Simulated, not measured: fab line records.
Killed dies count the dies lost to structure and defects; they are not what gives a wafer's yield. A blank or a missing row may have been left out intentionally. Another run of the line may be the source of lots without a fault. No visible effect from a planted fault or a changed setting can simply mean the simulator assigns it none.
Chamber matching / flow n5_finfet / N5_FIN_SAQP_SPACER2_ALD_28 on ald_sin-01 has 4 sister chambers
The step deposits SiO2, target thk 8.1 nm, pulse time 1 s, purge time 2 s. 16 wafers are shown with their chamber, then 8 later ones without.

## WAFERS WITH THEIR CHAMBER
wafer=L076.1; chamber=1; heater_power_w (W)=559; precursor_pulse_height_rel=0.955
wafer=L076.3; chamber=2; heater_power_w (W)=402; precursor_pulse_height_rel=1.033
wafer=L076.4; chamber=0; heater_power_w (W)=553; precursor_pulse_height_rel=0.981
wafer=L077.1; chamber=2; heater_power_w (W)=401; precursor_pulse_height_rel=1.024
wafer=L077.2; chamber=1; heater_power_w (W)=545; precursor_pulse_height_rel=0.990
wafer=L077.3; chamber=3; heater_power_w (W)=420; precursor_pulse_height_rel=1.029
wafer=L077.4; chamber=0; heater_power_w (W)=555; precursor_pulse_height_rel=1.039
wafer=L077.5; chamber=0; heater_power_w (W)=558; precursor_pulse_height_rel=1.010
wafer=L077.6; chamber=3; heater_power_w (W)=419; precursor_pulse_height_rel=0.987
wafer=L078.1; chamber=3; heater_power_w (W)=419; precursor_pulse_height_rel=0.989
wafer=L078.2; chamber=2; heater_power_w (W)=394; precursor_pulse_height_rel=0.982
wafer=L078.5; chamber=1; heater_power_w (W)=558; precursor_pulse_height_rel=1.009
wafer=L079.2; chamber=2; heater_power_w (W)=398; precursor_pulse_height_rel=1.020
wafer=L079.4; chamber=0; heater_power_w (W)=542; precursor_pulse_height_rel=1.034
wafer=L079.5; chamber=3; heater_power_w (W)=430; precursor_pulse_height_rel=0.994
wafer=L082.3; chamber=2; heater_power_w (W)=395; precursor_pulse_height_rel=0.992

SIGNATURES (means of the wafers above)
reading=heater_power_w; chamber 0=552.00; chamber 1=554.00; chamber 2=398.00; chamber 3=422.00; scatter within a chamber=5.8
reading=precursor_pulse_height_rel; chamber 0=1.01600; chamber 1=0.98467; chamber 2=1.01020; chamber 3=0.99975; scatter within a chamber=0.0237
Rule: for each reading, subtract the chamber's mean from the wafer's reading, divide by that reading's scatter and square the result; add these up over the readings and take the root, which gives the wafer's distance from the chamber. If the next closest chamber is less than 2 further off than the closest, the wafer can't be placed; otherwise it belongs to the closest. The scatter: take each reading less its chamber's mean, square it, sum over the shown wafers, divide by the number of wafers less the number of chambers, and take the root.

## WAFERS WHOSE CHAMBER IS MISSING
wafer=L082.4; heater_power_w (W)=423; precursor_pulse_height_rel=0.970
wafer=L082.5; heater_power_w (W)=390; precursor_pulse_height_rel=1.007
wafer=L086.1; heater_power_w (W)=538; precursor_pulse_height_rel=1.009
wafer=L086.3; heater_power_w (W)=419; precursor_pulse_height_rel=1.002
wafer=L086.5; heater_power_w (W)=548; precursor_pulse_height_rel=0.985
wafer=L094.1; heater_power_w (W)=424; precursor_pulse_height_rel=1.021
wafer=L094.4; heater_power_w (W)=401; precursor_pulse_height_rel=0.962
wafer=L094.5; heater_power_w (W)=571; precursor_pulse_height_rel=1.025

## WHICH CHAMBER EACH WENT THROUGH
wafer=L082.4; from the rows above=3; in truth=3
wafer=L082.5; from the rows above=2; in truth=2
wafer=L086.1; from the rows above=can't be placed: 0 or 1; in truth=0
wafer=L086.3; from the rows above=3; in truth=3
wafer=L086.5; from the rows above=can't be placed: 1 or 0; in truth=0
wafer=L094.1; from the rows above=3; in truth=3
wafer=L094.4; from the rows above=can't be placed: 2 or 3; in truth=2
wafer=L094.5; from the rows above=can't be placed: 0 or 1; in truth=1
4 of 8 placed correctly. These rows do not allow placing 4 (true chamber among the candidates in 4). Placed wrongly: 0.
